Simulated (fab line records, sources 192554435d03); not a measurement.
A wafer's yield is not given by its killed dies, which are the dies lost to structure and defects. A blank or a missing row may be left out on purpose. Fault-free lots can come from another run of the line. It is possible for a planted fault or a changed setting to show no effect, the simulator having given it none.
A struck lot beside a sound one || flow n5_finfet || 36 steps out of a route of 1938
Sound: these wafers, L670.3, L670.4, L670.6. Wafers L683.1, L683.3, L683.5 were the ones struck. The cause is given at the end.
For every step that has rows: the tool of each side, followed by ch and its chambers, followed by its first start. Under that, the readings that differ: sound wafers || struck wafers || difference of the means || sigmas: that difference in standard deviations of wafers without a fault.
alike: readings with means less than 2 such deviations apart, plus words and numbers identical on both sides. not compared: withheld readings, readings lacking a value on some wafer, bounds such as >300 that could conceal the same value, and numbers that have no deviation in the record and whose values overlap.
Wherever a step has rows on one side only, a row that says differs or no value, or a row with sigmas, the two part there. Numbers that have no deviation but don't overlap get no sigmas and don't part them. Lack of a reading on every wafer of one side parts them only where that side has two or more wafers.

first, 11 steps without rows for these wafers: N5_MOL_CONTACT_COAG_STRIP_96 (strips in N2/H2); N5_MOL_CONTACT_COAG_ETCH_47 (etches SiNx in CH3F/O2, stops on W, target depth 27 nm); N5_MOL_CONTACT_COAG_STRIP_119 (strips in N2/H2, time 30 s); N5_MOL_CONTACT_COAG_PRECLEAN_144 (cleans in alkaline clean, time 60 s); N5_MOL_CONTACT_COAG_SRD_145 (time 30 s); N5_MOL_CONTACT_COAG_COAT_62 (time 60 s, resist thk 60 nm); N5_MOL_CONTACT_COAG_COAT_63 (time 60 s, resist thk 10 nm); N5_MOL_CONTACT_COAG_COAT_64 (time 60 s, resist thk 10 nm); N5_MOL_CONTACT_COAG_COAT_34 (resist thk 40 nm); N5_MOL_CONTACT_COAG_EBR_36; N5_MOL_CONTACT_COAG_SOFTBAKE_35 (time 60 s).
N5_MOL_CONTACT_COAG_EXPOSE_37: exposes mask VD, defocus 0 nm.
  sound on euv_scanner-01 ch 0, day 7 06:54; struck on euv_scanner-01 ch 0, day 10 16:34
{"reading": "exposure_dose_mJ_cm2", "sound": "61.83 61.95 61.92", "struck": "68.19 68.24 68.24", "difference": "+6.32", "sigmas": "+85"}
  alike: mask
then, 2 steps without rows for these wafers: N5_MOL_CONTACT_COAG_PEB_38 (peb time 60 s); N5_MOL_CONTACT_COAG_DEVELOP_39 (develop time 30 s).
N5_MOL_CONTACT_COAG_CD_MEAS_40 targets a cd of 25.1 nm.
  sound on cd_sem-02 ch 0, day 7 07:02; struck on cd_sem-01 ch 0, day 10 16:42
{"reading": "cd_nm (nm)", "sound": "25.09 25.25 24.91", "struck": "18.81 18.07 17.74", "difference": -6.88, "sigmas": -28}
then, 17 steps without rows for these wafers: N5_MOL_CONTACT_COAG_DESCUM_45 (chemistry O2, time 7 s); N5_MOL_CONTACT_COAG_ETCH_65 (etches underlayer in N2/H2, target depth 13 nm, time 10.4 s); N5_MOL_CONTACT_COAG_ETCH_66 (etches SiARC in CF4, target depth 13 nm, time 21.7 s); N5_MOL_CONTACT_COAG_ALD_133 (deposits SiO2, target thk 5 nm, pulse time 1 s, co reactant pulse time 1 s); N5_MOL_CONTACT_COAG_ETCHBACK_134 (etches SiO2 in CHF3, target depth 10 nm, time 6.7 s); N5_MOL_CONTACT_COAG_ETCH_67 (etches SOC in N2/H2, target depth 60 nm, overetch 21 nm, time 101.2 s); N5_MOL_CONTACT_COAG_STRIP_68 (strips in N2/H2); N5_MOL_CONTACT_COAG_STRIP_69 (strips in N2/H2); N5_MOL_CONTACT_COAG_ETCHBACK_136 (etches SiO2 in CHF3, target depth 25 nm, time 16.7 s); N5_MOL_CONTACT_COAG_STRIP_120 (strips in CHF3); N5_MOL_CONTACT_COAG_VIA_ETCH_117 (etches SiO2 in C4F6/O2, target depth 40 nm, overetch 8 nm, time 26 s); N5_MOL_CONTACT_COAG_ETCH_124 (etches SiNx in CH3F/O2, stops on SiOC, target depth 6.5 nm); N5_MOL_CONTACT_COAG_ETCH_48 (etches SiOC in C4F6/O2, target depth 15 nm, overetch 4.5 nm, time 17 s); N5_MOL_CONTACT_COAG_STRIP_72 (strips in N2/H2); N5_MOL_CONTACT_COAG_STRIP_49 (strips in N2/H2, time 30 s); N5_MOL_CONTACT_COAG_PRECLEAN_138 (cleans in alkaline clean, time 60 s); N5_MOL_CONTACT_COAG_SRD_139 (time 30 s).
N5_MOL_CONTACT_COAG_CD_MEAS_101 targets a cd of 16 nm.
  sound on cd_sem-02 at day 7 08:00; struck on cd_sem-02 at day 10 17:48
{"reading": "cd_nm (nm)", "sound": "16.0 15.9 17.2", "struck": "10.9 8.3 9.2", "difference": -6.9, "sigmas": -18}
after that, 1 step had no rows for these wafers: N5_MOL_CONTACT_COAG_PRE_CLEAN_121.
N5_BEOL_M4_RC_MEAS_101:
  the record has rows for the sound wafers here (prober-01 ch 0, day 10 00:25) and none for the struck ones
-- the record jumps here: 7 days lie between the struck wafers' starts before and after (it left off in module BEOL_M4 and takes up again in module PASSIVATION, whose first step shown is number 1936 of the route) --
N5_PASSIVATION_PROBE_49:
  sound on prober-01 at day 13 23:08; struck on prober-02 at day 17 21:10
{"reading": "defect_limited_yield (%)", "sound": "91.1 92.2 91.8", "struck": "0 0 0", "difference": -92, "sigmas": -57}
{"reading": "killed_at_contacts", "sound": "22 14 12", "struck": "1083 1109 1087", "difference": "+1077", "sigmas": "+99 or more"}
{"reading": "killed_dies", "sound": "105 92 97", "struck": "1180 1180 1180", "difference": "+1082", "sigmas": "+57"}
{"reading": "killed_on_rim", "sound": "15 8 15", "struck": "152 152 152", "difference": "+139", "sigmas": "+36"}
{"reading": "sort_n_pass", "sound": "1075 1088 1083", "struck": "0 0 0", "difference": -1082, "sigmas": -54}
{"reading": "sort_yield_pct (%)", "sound": "91.1 92.2 91.8", "struck": "0 0 0", "difference": -92, "sigmas": -54}
  alike: killed_at_M0_to_M3, killed_at_M4_up, killed_at_front_end, killed_at_other, killed_open, killed_short, sort_bin_5_function, sort_bin_6_memory

== WHERE THEY PART ==
Last at N5_PASSIVATION_PROBE_49 as far as this record goes, first at N5_MOL_CONTACT_COAG_EXPOSE_37.

WHY: what had been put in by the simulator
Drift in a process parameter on euv_scanner-01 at N5_MOL_CONTACT_COAG_EXPOSE_37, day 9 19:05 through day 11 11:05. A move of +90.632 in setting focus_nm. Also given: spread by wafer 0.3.
